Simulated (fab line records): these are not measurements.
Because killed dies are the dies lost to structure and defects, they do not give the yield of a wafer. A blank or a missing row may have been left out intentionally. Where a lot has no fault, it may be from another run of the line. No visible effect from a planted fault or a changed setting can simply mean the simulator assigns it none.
Comparing a struck lot with a sound one ; flow nand-harc ; 13 steps out of a route of 1302
Sound: the wafers L958.1, L958.4, L958.6. Struck: wafers L945.1, L945.3, L945.5. At the end, the cause is stated.
For every step that has rows: the tool of each side, followed by ch and its chambers, followed by its first start. Under that, the readings that differ: sound wafers ; struck wafers ; difference of the means ; sigmas: that difference in standard deviations of wafers without a fault.
alike: same words and numbers on both sides, and readings whose means sit less than 2 such deviations apart. not compared: any withheld reading, any reading some wafer has no value for, any bound like >300 that may hide the same value, and any number with overlapping values for which the record gives no deviation.
Wherever a step has rows on one side only, a row that says differs or no value, or a row with sigmas, the two part there. When numbers do not overlap yet have no deviation, they are printed without sigmas and do not part them. Lack of a reading on every wafer of one side parts them only where that side has two or more wafers.

first, 1 step without rows for these wafers: NHARC_A_SLIT_STRIP_28 (strips in O2/COS).
NHARC_A_SLIT_ETCH_29: etches the open film in CF4/O2, target depth 100 nm, overetch 10 nm, time 55 s.
  sound on rie-diel-01 ch 0,1,3, day 27 11:52; struck on rie-diel-04 ch 0,1, day 21 23:59
  alike: drypump-motor-current-A, oes_ar_750_au, oes-product-au, rf-fwd-power-W, rf-vpp-V, showerhead-plenum-p-Torr, throttle-valve-pct
  not compared: rf-hours-counter-h
NHARC_A_SLIT_STRIP_18: strips in O2.
  sound: rie-diel-01 ch 0,1; struck: rie-diel-04 ch 1,2,3
  alike: drypump-motor-current-A, oes-product-au, rf-vpp-V, showerhead-plenum-p-Torr, throttle-valve-pct
  not compared: rf-hours-counter-h
then, 2 steps without rows for these wafers: NHARC_A_SLIT_PRECLEAN_19 (cleans in SC1); NHARC_A_SLIT_SRD_20.
NHARC_A_SLIT_CD_MEAS_21:
  sound: cd-sem-02 at day 27 12:24; struck: cd-sem-01 at day 22 00:32
  alike: cd-nm
then, 3 steps without rows for these wafers: NHARC_A_SIN_REMOVE_WET_00 (chemistry H3PO4, time 15300 s); NHARC_A_SIN_REMOVE_PRECLEAN_01 (cleans in SC1); NHARC_A_SIN_REMOVE_SRD_02.
NHARC_A_SIN_REMOVE_INSPECT_04:
  sound: defect-inspect-01 at day 27 19:10; struck: defect-inspect-02 at day 22 07:14
  alike: raw-defect-count
NHARC_A_WL_FILL_ALD_00: deposits Al2O3, target thk 3 nm, pulse time 3 s, ald cycles 30.
  sound on ald-hk-02 ch 2,3, day 27 21:03; struck on ald-hk-02 ch 1,2,3, day 22 07:21
  alike: heater-power-outer-w, heater-power-w, precursor-pulse-height-rel
NHARC_A_WL_FILL_RTA_01: time 5 s.
  sound on rtp-anneal-01 ch 0, day 27 21:21; struck on rtp-anneal-01 ch 0, day 22 07:43
reading;sound;struck;difference;sigmas
lamp-power-pct (%);32.3 32.3 32.1;28.6 28.6 28.6;-3.6;-7
lamp_zone_1_pct (%);32.2 32.2 32.2;28.7 28.6 28.6;-3.6;-7
lamp_zone_2_pct (%);32.2 32.2 32.2;28.6 28.6 28.6;-3.6;-7
lamp_zone_3_pct (%);32.2 32.2 32.2;28.6 28.6 28.6;-3.6;-7
lamp_zone_4_pct (%);32.2 32.2 32.2;28.6 28.6 28.6;-3.6;-7
lamp_zone_5_pct (%);32.2 32.2 32.2;28.7 28.6 28.6;-3.6;-7
lamp_zone_6_pct (%);32.2 32.2 32.2;28.5 28.5 28.5;-3.7;-7
lamp_zone_7_pct (%);32.8 32.7 32.7;29.1 29.1 29.1;-3.6;-7
wafer_temp_C_max;1003.3 1003.7 1003.2;961.3 961.1 961.6;-42.1;-58
NHARC_A_WL_FILL_ALD_02: deposits TiN, target thk 2 nm, pulse time 3 s, ald cycles 100.
  sound on ald-metal-03 ch 1,3, day 27 21:34; struck on ald-metal-03 ch 1,2,3, day 22 07:58
  alike: heater-power-outer-w, heater-power-w, precursor-pulse-height-rel

== WHERE THEY PART ==
NHARC_A_WL_FILL_RTA_01 only, going by this record. Later steps at which nothing parts them and some readings are alike: NHARC_A_WL_FILL_ALD_02.

WHY: what the simulator had put in
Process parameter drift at NHARC_A_WL_FILL_RTA_01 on rtp-anneal-01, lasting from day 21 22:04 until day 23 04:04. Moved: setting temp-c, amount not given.
